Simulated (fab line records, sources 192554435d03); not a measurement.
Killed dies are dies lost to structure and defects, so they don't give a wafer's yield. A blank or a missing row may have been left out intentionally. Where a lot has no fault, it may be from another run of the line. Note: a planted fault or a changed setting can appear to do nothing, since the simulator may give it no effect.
Which tool is to blame? -- flow n5-finfet -- 10 lots with 30 wafers sampled at 5 steps, on a route of 1938 steps

== WHAT THE GAUGES READ, wafer by wafer ==
N5_DUMMY_GATE_INSPECT_27: inspects for defects (brightfield). Usual: raw-defect-count reads 289 (standard deviation 71).
lot,measured,on,raw-defect-count,flag
L731,day 3 11:47,defect-inspect-02,332 238 316,
L733,day 4 01:47,defect-inspect-01,324 409 263,
L734,day 4 07:07,defect-inspect-02,239 281 213,
L737,day 4 23:43,defect-inspect-02,307 249 171,
L738,day 5 06:04,defect-inspect-02,272 218 260,
L740,day 5 20:13,defect-inspect-01,198 340 287,
L745,day 6 23:41,defect-inspect-02,185 460 253,
L748,day 7 17:26,defect-inspect-01,350 325 244,
L749,day 8 02:19,defect-inspect-02,226 277 237,
L751,day 8 13:15,defect-inspect-02,251 288 292,

N5_SPACER0_INSPECT_04: inspects for defects (darkfield). Usual: raw-defect-count reads 140 (standard deviation 34).
lot,measured,on,raw-defect-count,flag
L731,day 3 12:23,defect-inspect-02,148 104 133,
L733,day 4 02:23,defect-inspect-01,165 181 138,
L734,day 4 08:43,defect-inspect-01,127 135 103,
L737,day 5 00:19,defect-inspect-01,183 129 99,
L738,day 5 06:41,defect-inspect-02,129 234 124,
L740,day 5 20:49,defect-inspect-01,99 126 136,
L745,day 7 00:18,defect-inspect-02,66 174 106,
L748,day 7 18:02,defect-inspect-02,146 115 127,
L749,day 8 02:59,defect-inspect-01,130 131 136,
L751,day 8 14:44,defect-inspect-01,174 208 195,

N5_BEOL_M4_RC_MEAS_101. Usual: DIBL_N 35.8 mV/V, standard deviation 1.8; DIBL_P 35.6 mV/V, standard deviation 2; IOFF_N 0.148 nA/um, standard deviation 0.028; IOFF_P 0.20 nA/um, standard deviation 0.034; ION_N 672 uA/um, standard deviation 12; ION_P 462 uA/um, standard deviation 8.5; SS_N 71.2 mV/dec, standard deviation 0.65; SS_P 73.1 mV/dec, standard deviation 0.67; VT_N 251 mV, standard deviation 3.3; VT_P -251 mV, standard deviation 3.8.
lot,measured,on,DIBL_N (mV/V),DIBL_P (mV/V),IOFF_N (nA/um),IOFF_P (nA/um),ION_N (uA/um),ION_P (uA/um),SS_N (mV/dec),SS_P (mV/dec),VT_N (mV),VT_P (mV),flag
L731,day 8 00:16,prober-01,35.3 34.6 35.5,35.9 34.8 35.3,0.161 0.154 0.159,0.22 0.20 0.22,685 675 682,471 462 471,71.8 71.3 72.4,73.3 73.1 72.5,252 250 252,-248 -248 -248,
L733,day 9 07:14,prober-01,36.3 35.4 36.7,37.7 38.2 37.9,0.161 0.152 0.165,0.19 0.20 0.19,686 674 671,464 463 461,71.5 71.5 71.0,72.9 72.6 73.1,250 252 250,-256 -254 -256,
L734,day 9 04:34,prober-01,37.6 37.9 36.8,36.9 37.5 35.5,0.169 0.162 0.147,0.20 0.22 0.18,693 684 675,465 461 462,71.9 71.7 71.4,73.8 74.0 72.9,245 247 251,-252 -249 -254,
L737,day 9 12:13,prober-01,33.9 36.2 36.4,31.6 35.5 35.4,0.107 0.157 0.153,0.17 0.23 0.22,652 682 667,459 474 462,70.5 71.4 71.6,72.6 73.2 73.1,255 250 250,-251 -246 -247,
L738,day 10 02:16,prober-02,34.6 35.9 35.2,34.3 35.7 34.7,0.121 0.136 0.137,0.19 0.21 0.19,663 674 677,457 467 468,70.1 71.3 70.8,73.5 72.8 72.4,253 252 250,-249 -247 -249,
L740,day 10 15:32,prober-01,35.1 35.3 34.7,34.7 35.3 34.5,0.135 0.146 0.150,0.18 0.18 0.18,666 673 697,458 456 468,71.8 71.5 70.6,71.9 72.5 72.7,252 249 248,-251 -251 -251,
L745,day 11 22:31,prober-01,37.7 34.0 33.2,38.3 33.9 32.5,0.189 0.121 0.106,0.22 0.17 0.14,685 668 656,463 460 452,71.8 71.3 70.4,74.0 72.1 72.6,249 255 255,-252 -254 -257,
L748,day 12 09:55,prober-02,36.9 36.9 35.5,35.4 36.1 35.7,0.152 0.153 0.140,0.17 0.18 0.18,679 675 682,453 451 465,70.9 71.9 71.0,73.3 72.9 73.2,251 252 251,-255 -254 -252,
L749,day 12 19:14,prober-02,36.4 39.3 37.4,33.2 36.0 35.8,0.145 0.208 0.170,0.16 0.19 0.20,671 659 685,454 443 459,71.8 72.7 71.3,73.0 73.9 73.8,253 249 249,-257 -253 -250,
L751,day 13 18:52,prober-02,35.8 38.4 35.3,35.0 37.4 33.1,0.147 0.197 0.138,0.19 0.24 0.18,677 691 682,463 478 464,71.3 71.6 71.0,72.4 72.5 71.9,250 246 254,-248 -247 -250,

== WHAT TOOL EACH LOT RAN ON (gives the tool, then ch and the chambers of the sampled wafers, and finally the start) ==
lot,N5_DUMMY_GATE_ETCH_31,N5_SD_EPI_N_COAT_32
L731,"rie-diel-02 ch 0,1, day 3 10:56","litho-track-03 ch 0, day 3 12:25"
L733,"rie-diel-02 ch 0,2, day 4 00:59","litho-track-01 ch 0, day 4 02:25"
L734,"rie-diel-02 ch 0,1,2, day 4 06:23","litho-track-03 ch 0, day 4 08:44"
L737,"rie-diel-02 ch 0,1,3, day 4 22:59","litho-track-03 ch 0, day 5 00:20"
L738,"rie-diel-04 ch 0,3, day 5 05:05","litho-track-01 ch 0, day 5 06:43"
L740,"rie-diel-02 ch 1,2,3, day 5 19:23","litho-track-03 ch 0, day 5 20:50"
L745,"rie-diel-02 ch 1,2,3, day 6 22:56","litho-track-05 ch 0, day 7 00:20"
L748,"rie-diel-01 ch 0,2,3, day 7 16:27","litho-track-01 ch 0, day 7 18:04"
L749,"rie-diel-04 ch 0,1, day 8 01:35","litho-track-05 ch 0, day 8 03:01"
L751,"rie-diel-04 ch 0,2, day 8 12:31","litho-track-01 ch 0, day 8 14:46"
- N5_DUMMY_GATE_ETCH_31: etches SiO2 in C4F6/O2, target depth 82.5 nm, time 27.5 s.
- N5_SD_EPI_N_COAT_32: time 60 s, resist thk 350 nm.

== WHAT THE TOOLS THEMSELVES READ (means of the sampled wafers that have a number; where no wafer has one, the mark that the record gives instead) ==
N5_DUMMY_GATE_ETCH_31. Usual: drypump-motor-current-A 5.6 A, standard deviation 0.49; oes-product-au 0.78 a.u., standard deviation 0.095; rf-vpp-V 659 V, standard deviation 11; showerhead-plenum-p-Torr 2.89 Torr, standard deviation 0.091; throttle-valve-pct 21.14 %, standard deviation 0.14.
lot,tool,drypump-motor-current-A (A),oes-product-au (a.u.),rf-vpp-V (V),showerhead-plenum-p-Torr (Torr),throttle-valve-pct (%),flag
L731,rie-diel-02,6.2,0.73,647,2.95,21.09,
L733,rie-diel-02,5.6,0.72,666,2.88,21.01,
L734,rie-diel-02,5.7,0.74,660,2.92,21.12,
L737,rie-diel-02,5.7,0.80,651,2.90,21.17,
L738,rie-diel-04,5.7,0.70,664,2.73,21.31,
L740,rie-diel-02,5.2,0.79,665,2.87,21.18,
L745,rie-diel-02,5.2,0.79,665,2.87,21.19,
L748,rie-diel-01,5.5,0.76,655,2.92,21.18,
L749,rie-diel-04,5.2,0.77,664,2.87,21.06,
L751,rie-diel-04,4.9,0.92,665,2.96,21.03,

N5_SD_EPI_N_COAT_32. Usual: heater-power-total-W 500.5 W, standard deviation 1.8; spin-speed-rpm 1499.9 rpm, standard deviation 0.97.
lot,tool,heater-power-total-W (W),spin-speed-rpm (rpm),flag
L731,litho-track-03,500.2,1499.6,
L733,litho-track-01,500.4,1500.3,
L734,litho-track-03,502.4,1499.4,
L737,litho-track-03,499.4,1356.1,OFF
L738,litho-track-01,499.3,1499.6,
L740,litho-track-03,499.9,1356.2,OFF
L745,litho-track-05,500.0,1498.7,
L748,litho-track-01,500.5,1499.9,
L749,litho-track-05,500.8,1499.5,
L751,litho-track-01,500.5,1500.6,

== THE ANSWER, worked out from the rows above alone ==
Rule: a lot is off if the mean of its wafers that have a number lies more than 3 standard deviations from the usual mean. Also off: a lot with no number at a reading for which 4 or more lots have one. Any other lot the step has rows for is counted as sound. The gauges are gone through in route order, then the tools' own readings, and for those a lot's mean is taken as printed above. At the first step where some lot is off, the reading lying furthest off is the one used; lots without a number count as furthest.
Off at N5_SD_EPI_N_COAT_32 (spin-speed-rpm): L737, L740.
A tool fits if, at that step or a process step before it, it ran every lot that is off, and no sound lot after the first of them. One candidate fits, namely litho-track-03 at N5_SD_EPI_N_COAT_32. A fault onset in the window from L734 (day 4 08:44, its last sound lot) to L737 (day 5 00:20, its first lot off) fits.
On the lots that are off, the tool's own readings at N5_SD_EPI_N_COAT_32 differ by more than 5 times the standard deviation of the sound lots' means, which bears it out; spin-speed-rpm reads 1356.2 rpm there versus 1499.7 rpm on the sound lots.

== WHAT THE SIMULATOR HAD INSERTED ==
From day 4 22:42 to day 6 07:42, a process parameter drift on litho-track-03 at N5_SD_EPI_N_COAT_32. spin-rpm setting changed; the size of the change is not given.
Struck lots among those shown: L737, L740. This agrees with what the rule above found.
